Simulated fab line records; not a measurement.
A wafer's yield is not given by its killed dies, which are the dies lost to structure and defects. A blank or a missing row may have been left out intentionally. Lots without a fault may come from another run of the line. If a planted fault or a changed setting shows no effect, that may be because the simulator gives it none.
Which tool did it? + flow n5 finfet + Sampling: 24 lots, 72 wafers, 6 of 1938 route steps

WHAT THE GAUGES READ, wafer by wafer
N5_MOL_CONTACT_COAG_INSPECT_57: inspects for defects (brightfield).
| lot  | measured     | on                | raw defect count |
|------|--------------|-------------------|------------------|
| L074 | day 5 02:00  | defect inspect-02 | 209 172 185      |
| L075 | day 5 10:43  | defect inspect-01 | 224 308 185      |
| L076 | day 5 18:36  | defect inspect-02 | 148 176 192      |
| L077 | day 5 18:50  | defect inspect-01 | 183 228 203      |
| L078 | day 6 02:00  | defect inspect-01 | 240 229 226      |
| L079 | day 6 08:29  | defect inspect-01 | 204 236 166      |
| L080 | day 6 14:13  | defect inspect-02 | 264 251 232      |
| L081 | day 7 10:08  | defect inspect-01 | 157 212 170      |
| L082 | day 7 13:37  | defect inspect-01 | 166 163 108      |
| L084 | day 7 16:40  | defect inspect-01 | 207 234 183      |
| L083 | day 7 17:00  | defect inspect-01 | 115 135 116      |
| L085 | day 8 04:46  | defect inspect-01 | 228 309 299      |
| L086 | day 8 11:30  | defect inspect-01 | 160 232 111      |
| L087 | day 8 16:56  | defect inspect-01 | 158 200 216      |
| L088 | day 8 20:58  | defect inspect-02 | 194 311 211      |
| L089 | day 9 00:17  | defect inspect-02 | 178 187 190      |
| L090 | day 9 15:58  | defect inspect-01 | 243 168 163      |
| L091 | day 9 22:53  | defect inspect-01 | 121 149 143      |
| L092 | day 10 00:13 | defect inspect-02 | 186 220 172      |
| L093 | day 10 07:10 | defect inspect-01 | 322 229 266      |
| L094 | day 10 09:11 | defect inspect-01 | 187 128 110      |
| L095 | day 10 13:05 | defect inspect-02 | 144 98 116       |
| L096 | day 10 20:56 | defect inspect-02 | 119 163 239      |
| L097 | day 11 00:49 | defect inspect-01 | 222 190 252      |

N5_MOL_CONTACT_COAG_CD_MEAS_101: target cd 16 nm.
| lot  | measured     | on        | cd nm (nm)     |
|------|--------------|-----------|----------------|
| L074 | day 5 04:07  | cd sem-01 | 16.4 16.1 16.5 |
| L075 | day 5 12:58  | cd sem-03 | 16.5 16.3 16.6 |
| L076 | day 5 20:56  | cd sem-02 | 15.7 16.4 15.5 |
| L077 | day 5 21:09  | cd sem-01 | 15.7 16.0 16.1 |
| L078 | day 6 04:07  | cd sem-01 | 15.8 15.7 15.7 |
| L079 | day 6 11:20  | cd sem-03 | 15.9 15.7 16.0 |
| L080 | day 6 16:52  | cd sem-03 | 15.9 15.9 16.1 |
| L081 | day 7 12:32  | cd sem-03 | 16.0 16.4 15.9 |
| L082 | day 7 15:55  | cd sem-01 | 15.7 15.9 16.0 |
| L084 | day 7 18:54  | cd sem-03 | 15.9 16.5 15.9 |
| L083 | day 7 19:14  | cd sem-02 | 15.6 15.7 16.1 |
| L085 | day 8 08:56  | cd sem-01 | 15.9 16.2 16.6 |
| L086 | day 8 14:39  | cd sem-01 | 16.4 16.5 16.2 |
| L087 | day 8 23:47  | cd sem-01 | 16.4 15.5 16.0 |
| L088 | day 9 01:20  | cd sem-01 | 15.5 15.6 15.5 |
| L089 | day 9 03:34  | cd sem-01 | 15.7 15.5 15.6 |
| L090 | day 9 18:27  | cd sem-03 | 16.0 16.1 16.3 |
| L091 | day 10 01:28 | cd sem-01 | 15.8 16.1 16.0 |
| L092 | day 10 02:44 | cd sem-01 | 16.0 16.0 15.5 |
| L093 | day 10 09:41 | cd sem-01 | 15.9 16.2 16.6 |
| L094 | day 10 11:52 | cd sem-02 | 16.1 16.6 16.6 |
| L095 | day 10 15:28 | cd sem-02 | 15.9 15.5 16.3 |
| L096 | day 10 23:41 | cd sem-01 | 15.9 15.7 16.4 |
| L097 | day 11 03:47 | cd sem-01 | 15.9 16.2 15.8 |

WHAT TOOL EACH LOT RAN ON (gives the tool, then ch and the chambers of the sampled wafers, and finally the start)
| lot  | N5_MOL_CONTACT_COAG_SPUTTER_143 | N5_MOL_CONTACT_COAG_ANNEAL_113   | N5_MOL_CONTACT_COAG_ETCH_47        | N5_MOL_CONTACT_COAG_ETCH_67        |
|------|---------------------------------|----------------------------------|------------------------------------|------------------------------------|
| L074 | pvd sputter-01, day 4 18:27     | rtp anneal-01 ch 0, day 4 19:17  | rie diel-01 ch 0,1,3, day 5 02:37  | rie diel-01 ch 1,3, day 5 03:38    |
| L075 | pvd sputter-02, day 5 04:38     | rtp anneal-02 ch 0, day 5 05:40  | rie diel-01 ch 0,1,3, day 5 11:29  | rie diel-04 ch 0,1, day 5 12:30    |
| L076 | pvd sputter-01, day 5 11:26     | rtp anneal-02 ch 0, day 5 12:25  | rie diel-04 ch 1,3, day 5 19:25    | rie diel-01 ch 0,1,3, day 5 20:28  |
| L077 | pvd sputter-01, day 5 12:07     | rtp anneal-01 ch 0, day 5 12:56  | rie diel-01 ch 0,1,2, day 5 19:32  | rie diel-04 ch 1,2,3, day 5 20:40  |
| L078 | pvd sputter-02, day 5 19:02     | rtp anneal-01 ch 0, day 5 20:07  | rie diel-01 ch 0,2,3, day 6 02:37  | rie diel-01 ch 0,2,3, day 6 03:38  |
| L079 | pvd sputter-03, day 6 01:45     | rtp anneal-02 ch 0, day 6 02:56  | rie diel-01 ch 0,3, day 6 09:36    | rie diel-03 ch 0,1,2, day 6 10:52  |
| L080 | pvd sputter-03, day 6 08:08     | rtp anneal-02 ch 0, day 6 09:19  | rie diel-04 ch 0,1,2, day 6 15:01  | rie diel-03 ch 1,3, day 6 16:24    |
| L081 | pvd sputter-01, day 7 02:02     | rtp anneal-02 ch 0, day 7 02:55  | rie diel-03 ch 0,1,3, day 7 10:58  | rie diel-01 ch 0,2, day 7 12:04    |
| L082 | pvd sputter-03, day 7 06:45     | rtp anneal-01 ch 0, day 7 07:55  | rie diel-01 ch 0,1,3, day 7 14:13  | rie diel-01 ch 2,3, day 7 15:26    |
| L084 | pvd sputter-02, day 7 09:20     | rtp anneal-01 ch 0, day 7 10:04  | rie diel-04 ch 0,1,2, day 7 17:16  | rie diel-04 ch 1,3, day 7 18:25    |
| L083 | pvd sputter-02, day 7 09:29     | rtp anneal-02 ch 0, day 7 10:17  | rie diel-01 ch 2,3, day 7 17:37    | rie diel-04 ch 0,1,2, day 7 18:46  |
| L085 | pvd sputter-03, day 7 18:36     | rtp anneal-02 ch 0, day 7 19:29  | rie diel-03 ch 0,1,2, day 8 05:47  | rie diel-03 ch 1,3, day 8 08:25    |
| L086 | pvd sputter-03, day 8 02:44     | rtp anneal-01 ch 0, day 8 03:38  | rie diel-03 ch 0,2,3, day 8 12:32  | rie diel-03 ch 0,2, day 8 14:10    |
| L087 | pvd sputter-03, day 8 08:19     | rtp anneal-02 ch 0, day 8 09:14  | rie diel-01 ch 0,1,2, day 8 17:49  | rie diel-01 ch 0,1,2, day 8 23:19  |
| L088 | pvd sputter-03, day 8 08:52     | rtp anneal-02 ch 0, day 8 10:17  | rie diel-03 ch 0,2,3, day 8 23:26  | rie diel-03 ch 0,3, day 9 00:52    |
| L089 | pvd sputter-02, day 8 15:12     | rtp anneal-02 ch 0, day 8 15:56  | rie diel-01 ch 0,1,3, day 9 01:14  | rie diel-03 ch 0,2, day 9 03:04    |
| L090 | pvd sputter-03, day 9 08:14     | rtp anneal-01 ch 0, day 9 09:02  | rie diel-04 ch 1,2,3, day 9 16:50  | rie diel-03 ch 1,2,3, day 9 17:59  |
| L091 | pvd sputter-02, day 9 15:50     | rtp anneal-02 ch 0, day 9 16:34  | rie diel-03 ch 0,1,2, day 9 23:43  | rie diel-03 ch 1,2, day 10 00:56   |
| L092 | pvd sputter-01, day 9 16:11     | rtp anneal-01 ch 0, day 9 17:01  | rie diel-04 ch 0,1,2, day 10 01:04 | rie diel-03 ch 1,2, day 10 02:15   |
| L093 | pvd sputter-01, day 10 01:27    | rtp anneal-01 ch 0, day 10 02:11 | rie diel-04 ch 0,2,3, day 10 07:46 | rie diel-01 ch 0,3, day 10 09:12   |
| L094 | pvd sputter-01, day 10 02:25    | rtp anneal-02 ch 0, day 10 03:18 | rie diel-04 ch 1,2,3, day 10 09:47 | rie diel-01 ch 0,1,3, day 10 11:22 |
| L095 | pvd sputter-01, day 10 05:11    | rtp anneal-01 ch 0, day 10 06:04 | rie diel-04 ch 1,3, day 10 13:58   | rie diel-01 ch 0,2, day 10 14:59   |
| L096 | pvd sputter-03, day 10 13:26    | rtp anneal-02 ch 0, day 10 14:17 | rie diel-03 ch 0,1, day 10 22:05   | rie diel-04 ch 1,2,3, day 10 23:08 |
| L097 | pvd sputter-02, day 10 17:34    | rtp anneal-02 ch 0, day 10 18:18 | rie diel-03 ch 1,2, day 11 02:17   | rie diel-01 ch 2,3, day 11 03:19   |
- N5_MOL_CONTACT_COAG_SPUTTER_143: material Co, target thk 2.5 nm.
- N5_MOL_CONTACT_COAG_ANNEAL_113: time 300 s.
- N5_MOL_CONTACT_COAG_ETCH_47: etches SiNx in CH3F/O2, stops on W, target depth 27 nm.
- N5_MOL_CONTACT_COAG_ETCH_67: etches SOC in N2/H2, target depth 60 nm, overetch 21 nm, time 101.2 s.

AS READ BY THE TOOLS THEMSELVES (means over the sampled wafers that have a number; for cases with no such wafer, the mark the record gives instead)
N5_MOL_CONTACT_COAG_SPUTTER_143.
| lot  | tool           | throttle valve pct (%) |
|------|----------------|------------------------|
| L074 | pvd sputter-01 | 29.7                   |
| L075 | pvd sputter-02 | 30.1                   |
| L076 | pvd sputter-01 | 29.8                   |
| L077 | pvd sputter-01 | 29.5                   |
| L078 | pvd sputter-02 | 29.6                   |
| L079 | pvd sputter-03 | 29.4                   |
| L080 | pvd sputter-03 | 28.8                   |
| L081 | pvd sputter-01 | 30.2                   |
| L082 | pvd sputter-03 | 29.3                   |
| L084 | pvd sputter-02 | 29.4                   |
| L083 | pvd sputter-02 | 29.2                   |
| L085 | pvd sputter-03 | 28.8                   |
| L086 | pvd sputter-03 | 29.4                   |
| L087 | pvd sputter-03 | 29.0                   |
| L088 | pvd sputter-03 | 29.0                   |
| L089 | pvd sputter-02 | 29.9                   |
| L090 | pvd sputter-03 | 30.2                   |
| L091 | pvd sputter-02 | 29.1                   |
| L092 | pvd sputter-01 | 29.0                   |
| L093 | pvd sputter-01 | 30.2                   |
| L094 | pvd sputter-01 | 30.9                   |
| L095 | pvd sputter-01 | 29.1                   |
| L096 | pvd sputter-03 | 30.9                   |
| L097 | pvd sputter-02 | 29.6                   |

N5_MOL_CONTACT_COAG_ANNEAL_113.
| lot  | tool          | lamp power pct (%) | lamp_zone_3_pct (%) | lamp_zone_7_pct (%) | wafer_temp_C_max |
|------|---------------|--------------------|---------------------|---------------------|------------------|
| L074 | rtp anneal-01 | 2.61               | 2.62                | 2.75                | 402.5            |
| L075 | rtp anneal-02 | 3.17               | 3.17                | 3.33                | 401.2            |
| L076 | rtp anneal-02 | 3.18               | 3.17                | 3.33                | 401.2            |
| L077 | rtp anneal-01 | 2.62               | 2.62                | 2.75                | 402.3            |
| L078 | rtp anneal-01 | 2.62               | 2.62                | 2.75                | 401.9            |
| L079 | rtp anneal-02 | 3.17               | 3.17                | 3.33                | 401.6            |
| L080 | rtp anneal-02 | 3.17               | 3.17                | 3.33                | 401.2            |
| L081 | rtp anneal-02 | 3.17               | 3.17                | 3.34                | 401.3            |
| L082 | rtp anneal-01 | 2.62               | 2.62                | 2.75                | 401.8            |
| L084 | rtp anneal-01 | 2.61               | 2.62                | 2.75                | 402.7            |
| L083 | rtp anneal-02 | 3.17               | 3.17                | 3.33                | 401.6            |
| L085 | rtp anneal-02 | 3.17               | 3.17                | 3.33                | 401.5            |
| L086 | rtp anneal-01 | 2.62               | 2.62                | 2.75                | 402.3            |
| L087 | rtp anneal-02 | 3.17               | 3.17                | 3.34                | 401.3            |
| L088 | rtp anneal-02 | 3.17               | 3.17                | 3.33                | 401.7            |
| L089 | rtp anneal-02 | 3.17               | 3.17                | 3.33                | 400.9            |
| L090 | rtp anneal-01 | 2.62               | 2.61                | 2.75                | 402.3            |
| L091 | rtp anneal-02 | 3.17               | 3.17                | 3.33                | 401.3            |
| L092 | rtp anneal-01 | 2.62               | 2.62                | 2.75                | 402.0            |
| L093 | rtp anneal-01 | 2.62               | 2.62                | 2.75                | 402.3            |
| L094 | rtp anneal-02 | 3.17               | 3.17                | 3.34                | 401.4            |
| L095 | rtp anneal-01 | 2.62               | 2.62                | 2.75                | 402.7            |
| L096 | rtp anneal-02 | 3.17               | 3.17                | 3.33                | 401.2            |
| L097 | rtp anneal-02 | 3.17               | 3.17                | 3.33                | 401.3            |

N5_MOL_CONTACT_COAG_ETCH_47.
| lot  | tool        | drypump motor current A (A) | etch rf on time s (s) | oes product au (a.u.) | rf fwd power W (W) | rf vpp V (V) | showerhead plenum p Torr (Torr) | throttle valve pct (%) |
|------|-------------|-----------------------------|-----------------------|-----------------------|--------------------|--------------|---------------------------------|------------------------|
| L074 | rie diel-01 | 6.4                         | 31.0                  | 0.77                  | 386.9              | 299          | 2.05                            | 16.41                  |
| L075 | rie diel-01 | 6.4                         | 30.7                  | 0.78                  | 386.1              | 298          | 2.05                            | 16.42                  |
| L076 | rie diel-04 | 5.9                         | 31.5                  | 0.65                  | 387.6              | 296          | 2.01                            | 16.48                  |
| L077 | rie diel-01 | 6.3                         | 31.0                  | 0.73                  | 386.6              | 300          | 2.05                            | 16.36                  |
| L078 | rie diel-01 | 6.2                         | 31.3                  | 0.77                  | 385.6              | 300          | 2.06                            | 16.29                  |
| L079 | rie diel-01 | 6.2                         | 30.8                  | 0.80                  | 385.9              | 298          | 2.07                            | 16.36                  |
| L080 | rie diel-04 | 5.4                         | 31.7                  | 0.66                  | 386.5              | 296          | 2.02                            | 16.49                  |
| L081 | rie diel-03 | 5.9                         | 31.6                  | 0.62                  | 386.4              | 299          | 2.00                            | 16.49                  |
| L082 | rie diel-01 | 6.4                         | 31.0                  | 0.74                  | 385.9              | 299          | 2.05                            | 16.45                  |
| L084 | rie diel-04 | 5.4                         | 31.5                  | 0.65                  | 387.1              | 295          | 2.01                            | 16.51                  |
| L083 | rie diel-01 | 6.0                         | 31.0                  | 0.74                  | 384.6              | 297          | 2.02                            | 16.34                  |
| L085 | rie diel-03 | 5.8                         | 31.8                  | 0.62                  | 386.0              | 297          | 2.00                            | 16.52                  |
| L086 | rie diel-03 | 5.8                         | 31.5                  | 0.62                  | 386.1              | 297          | 2.00                            | 16.44                  |
| L087 | rie diel-01 | 6.3                         | 31.3                  | 0.70                  | 387.2              | 300          | 2.04                            | 16.41                  |
| L088 | rie diel-03 | 5.8                         | 31.9                  | 0.62                  | 388.0              | 297          | 2.00                            | 16.44                  |
| L089 | rie diel-01 | 6.4                         | 31.2                  | 0.73                  | 386.1              | 299          | 2.04                            | 16.49                  |
| L090 | rie diel-04 | 5.6                         | 31.2                  | 0.72                  | 385.3              | 294          | 2.01                            | 16.43                  |
| L091 | rie diel-03 | 5.8                         | 31.3                  | 0.70                  | 385.8              | 295          | 2.00                            | 16.38                  |
| L092 | rie diel-04 | 5.4                         | 31.3                  | 0.64                  | 386.2              | 296          | 2.01                            | 16.55                  |
| L093 | rie diel-04 | 5.5                         | 31.2                  | 0.69                  | 385.7              | 294          | 1.97                            | 16.38                  |
| L094 | rie diel-04 | 5.6                         | 30.9                  | 0.71                  | 386.2              | 295          | 2.01                            | 16.44                  |
| L095 | rie diel-04 | 5.9                         | 30.9                  | 0.78                  | 385.9              | 295          | 2.00                            | 16.23                  |
| L096 | rie diel-03 | 5.8                         | 30.9                  | 0.75                  | 385.4              | 297          | 1.99                            | 16.30                  |
| L097 | rie diel-03 | 5.9                         | 32.0                  | 0.68                  | 385.6              | 296          | 1.97                            | 16.44                  |

N5_MOL_CONTACT_COAG_ETCH_67.
| lot  | tool        | drypump motor current A (A) | oes product au (a.u.) | rf fwd power W (W) | rf vpp V (V) | showerhead plenum p Torr (Torr) | throttle valve pct (%) |
|------|-------------|-----------------------------|-----------------------|--------------------|--------------|---------------------------------|------------------------|
| L074 | rie diel-01 | 6.4                         | 0.67                  | 835.6              | 524.2        | 2.55                            | 18.03                  |
| L075 | rie diel-04 | 5.6                         | 0.64                  | 834.3              | 525.3        | 2.62                            | 18.06                  |
| L076 | rie diel-01 | 6.4                         | 0.72                  | 834.8              | 525.9        | 2.61                            | 17.93                  |
| L077 | rie diel-04 | 5.6                         | 0.63                  | 833.2              | 524.5        | 2.57                            | 18.06                  |
| L078 | rie diel-01 | 6.2                         | 0.72                  | 835.3              | 525.4        | 2.62                            | 17.79                  |
| L079 | rie diel-03 | 5.8                         | 0.60                  | 833.9              | 523.9        | 2.56                            | 18.02                  |
| L080 | rie diel-03 | 6.1                         | 0.59                  | 837.7              | 523.7        | 2.51                            | 18.01                  |
| L081 | rie diel-01 | 6.3                         | 0.71                  | 836.3              | 526.9        | 2.65                            | 17.81                  |
| L082 | rie diel-01 | 6.0                         | 0.66                  | 835.3              | 523.5        | 2.56                            | 17.79                  |
| L084 | rie diel-04 | 5.8                         | 0.63                  | 835.8              | 525.5        | 2.61                            | 18.12                  |
| L083 | rie diel-04 | 5.4                         | 0.62                  | 835.2              | 524.4        | 2.57                            | 18.05                  |
| L085 | rie diel-03 | 6.0                         | 0.58                  | 836.8              | 523.5        | 2.50                            | 18.15                  |
| L086 | rie diel-03 | 5.6                         | 0.59                  | 834.8              | 524.5        | 2.59                            | 17.89                  |
| L087 | rie diel-01 | 6.3                         | 0.65                  | 835.5              | 525.0        | 2.59                            | 17.94                  |
| L088 | rie diel-03 | 5.9                         | 0.58                  | 834.9              | 523.8        | 2.54                            | 17.91                  |
| L089 | rie diel-03 | 5.6                         | 0.58                  | 835.7              | 524.3        | 2.59                            | 17.91                  |
| L090 | rie diel-03 | 6.0                         | 0.66                  | 833.8              | 522.9        | 2.51                            | 17.94                  |
| L091 | rie diel-03 | 5.9                         | 0.66                  | 833.7              | 523.0        | 2.52                            | 17.96                  |
| L092 | rie diel-03 | 5.9                         | 0.66                  | 832.1              | 523.2        | 2.52                            | 17.95                  |
| L093 | rie diel-01 | 6.2                         | 0.70                  | 837.1              | 525.2        | 2.61                            | 17.92                  |
| L094 | rie diel-01 | 6.4                         | 0.67                  | 834.9              | 524.9        | 2.59                            | 18.01                  |
| L095 | rie diel-01 | 6.1                         | 0.64                  | 836.1              | 524.1        | 2.59                            | 17.82                  |
| L096 | rie diel-04 | 5.6                         | 0.66                  | 835.2              | 524.2        | 2.55                            | 17.99                  |
| L097 | rie diel-01 | 6.0                         | 0.64                  | 837.1              | 523.6        | 2.55                            | 17.85                  |

THE ANSWER, worked out from the rows above alone
Rule: usual is defined by the lots themselves. Put in order of their means at a reading, lots are off if they are a third of the lots or fewer, leave a main group of 4 or more, and stand apart from it by a gap of 3 or more times the standard deviation of the main group's means; of several such gaps the widest counts. A main group whose means are all the same, to the digits that the tables above print for the reading, isn't used. Also off: a lot with no number at a reading for which 4 or more lots have one. The other lots that the step has rows for count as sound. The gauges are gone through in route order, then the tools' own readings, and for those a lot's mean is taken as printed above. At the first step where some lot is off, the reading lying furthest off is the one used; lots without a number count as furthest.
No lot is off on any of the readings shown, so nothing can be concluded from this.

WHAT WAS PUT IN BY THE SIMULATOR
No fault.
